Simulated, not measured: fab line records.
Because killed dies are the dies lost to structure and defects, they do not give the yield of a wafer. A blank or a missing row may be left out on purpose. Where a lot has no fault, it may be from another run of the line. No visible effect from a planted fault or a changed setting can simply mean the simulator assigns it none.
Comparing a struck lot with a sound one -- flow n5-finfet -- 16 steps out of a route of 1938
Sound: the wafers L322.2, L322.3, L322.5. Struck: wafer L336.2 (left out: L336.4, L336.5 of the same lot, which were not struck); the cause appears at the end.
Order at every step that has rows: each side's tool, ch and its chambers, its first start. Under that, the readings that differ: sound wafers -- struck wafers -- difference of the means -- sigmas: that difference in standard deviations of wafers without a fault.
alike: words and numbers the same on both sides, and readings whose means are apart by under 2 such deviations; not compared: readings that were withheld, readings missing a value for some wafer, numbers with overlapping values and no deviation given by the record, and bounds like >300 which may hide the same value.
A row with sigmas, a row that says differs or no value, or rows on one side alone: a step with any of these is where the two part. Non-overlapping numbers with no deviation appear without sigmas and do not part them. A reading that every wafer of one side lacks parts them only if that side has two wafers or more.

N5_MOL_CONTACT_COAG_CD_MEAS_08: target cd 28 nm.
  sound on cd-sem-02 ch 0, day 5 07:32; struck on cd-sem-03 ch 0, day 8 21:25
  alike: cd-nm
N5_MOL_CONTACT_COAG_OVL_MEAS_09:
  sound on overlay-01 ch 0, day 5 07:35; struck on overlay-02 ch 0, day 8 21:26
  alike: CA_OVL
N5_MOL_CONTACT_COAG_INSPECT_10: inspects for defects (brightfield).
  sound on defect-inspect-01, day 5 07:38; struck on defect-inspect-02, day 8 21:29
  alike: raw-defect-count
N5_MOL_CONTACT_COAG_DESCUM_13: chemistry O2, time 7 s.
  sound on rie-diel-02 ch 0,2,3, day 5 07:40; struck on rie-diel-02 ch 3, day 8 21:32
  alike: drypump-motor-current-A, oes-product-au, rf-vpp-V, showerhead-plenum-p-Torr, throttle-valve-pct
  not compared: rf-hours-counter-h
N5_MOL_CONTACT_COAG_ETCH_59: etches underlayer in N2/H2, target depth 13 nm, time 10.4 s.
  sound on rie-diel-02 ch 0,2,3, day 5 07:42; struck on rie-diel-02 ch 3, day 8 21:34
  alike: drypump-motor-current-A, etch-rf-on-time-s, oes-product-au, rf-vpp-V, showerhead-plenum-p-Torr, throttle-valve-pct
  not compared: rf-hours-counter-h
N5_MOL_CONTACT_COAG_ETCH_105: etches SiARC in CF4, target depth 15.6 nm, time 26 s.
  sound on rie-diel-02 ch 0,2,3, day 5 07:43; struck on rie-diel-02 ch 3, day 8 21:35
  alike: drypump-motor-current-A, etch-rf-on-time-s, oes-product-au, rf-vpp-V, showerhead-plenum-p-Torr, throttle-valve-pct
  not compared: rf-hours-counter-h
then, 3 steps without rows for these wafers: N5_MOL_CONTACT_COAG_ETCH_106 (etches SOC in N2/H2, target depth 80 nm, overetch 16 nm, time 120 s); N5_MOL_CONTACT_COAG_STRIP_107 (strips in N2/H2); N5_MOL_CONTACT_COAG_STRIP_108 (strips in N2/H2).
N5_MOL_CONTACT_COAG_CONTACT_ETCH_14: etches SiO2 in C4F6/O2, target depth 27.5 nm, overetch 8.5 nm, time 20 s.
  sound on rie-diel-02 ch 0,2,3, day 5 07:51; struck on rie-diel-02 ch 3, day 8 21:43
  alike: O2_flow_sccm, drypump-motor-current-A, oes-product-au, rf-vpp-V, showerhead-plenum-p-Torr, throttle-valve-pct
  not compared: rf-hours-counter-h
then, 1 step without rows for these wafers: N5_MOL_CONTACT_COAG_STRIP_109 (strips in C4F6/O2).
N5_MOL_CONTACT_COAG_ETCH_15: etches SiNx in CH3F/O2, stops on Si:P, target depth 7 nm.
  sound on rie-diel-02 ch 0,2,3, day 5 07:53; struck on rie-diel-02 ch 3, day 8 21:45
  alike: O2_flow_sccm, drypump-motor-current-A, oes-product-au, rf-vpp-V, showerhead-plenum-p-Torr, throttle-valve-pct
  not compared: rf-hours-counter-h
N5_MOL_CONTACT_COAG_ETCH_110: etches Si in CF4/O2, target depth 2.5 nm, time 8 s.
  sound on rie-diel-02 ch 0,2,3, day 5 07:56; struck on rie-diel-02 ch 3, day 8 21:49
reading,sound,struck,difference,sigmas
O2_flow_sccm (sccm),10.06 10.02 9.97,9.93,-0.09,-3
oes-product-au (a.u.),0.82 1.00 0.76,1.13,+0.27,+3
model.etch.depth-nm (nm),2.439 2.596 2.562,3.55,+1.02,
model.SOC_of_MOL_CONTACT_COAG_COAT_103.thk-nm (nm),73.8 74 73.8,73.2,-0.7,
  alike: drypump-motor-current-A, rf-vpp-V, showerhead-plenum-p-Torr, throttle-valve-pct
  not compared: rf-hours-counter-h, model.SiGe-B_of_SD_EPI_P_EPI_21.thk-nm
then, 1 step without rows for these wafers: N5_MOL_CONTACT_COAG_STRIP_98 (strips in N2/H2).
-- the record jumps here: 3 days lie between the struck wafers' starts before and after (it left off in module MOL_CONTACT_COAG and takes up again in module BEOL_M4, whose first step shown is number 1111 of the route) --
N5_BEOL_M4_RC_MEAS_101:
  sound on prober-01 ch 0, day 8 22:01; struck on prober-02 ch 0, day 12 07:10
  alike: DIBL_N, DIBL_P, IOFF_N, IOFF_P, ION_N, ION_P, SS_N, SS_P, VT_N, VT_P
N5_PASSIVATION_PROBE_49:
  the record has rows for the sound wafers here (prober-01, day 13 06:47) and none for the struck ones

== WHERE THEY PART ==
First at N5_MOL_CONTACT_COAG_ETCH_110; last, within this record, at N5_PASSIVATION_PROBE_49.

WHY: what had been put in by the simulator
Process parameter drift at N5_MOL_CONTACT_COAG_ETCH_110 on rie-diel-02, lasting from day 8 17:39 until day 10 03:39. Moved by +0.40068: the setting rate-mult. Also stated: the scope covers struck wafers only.
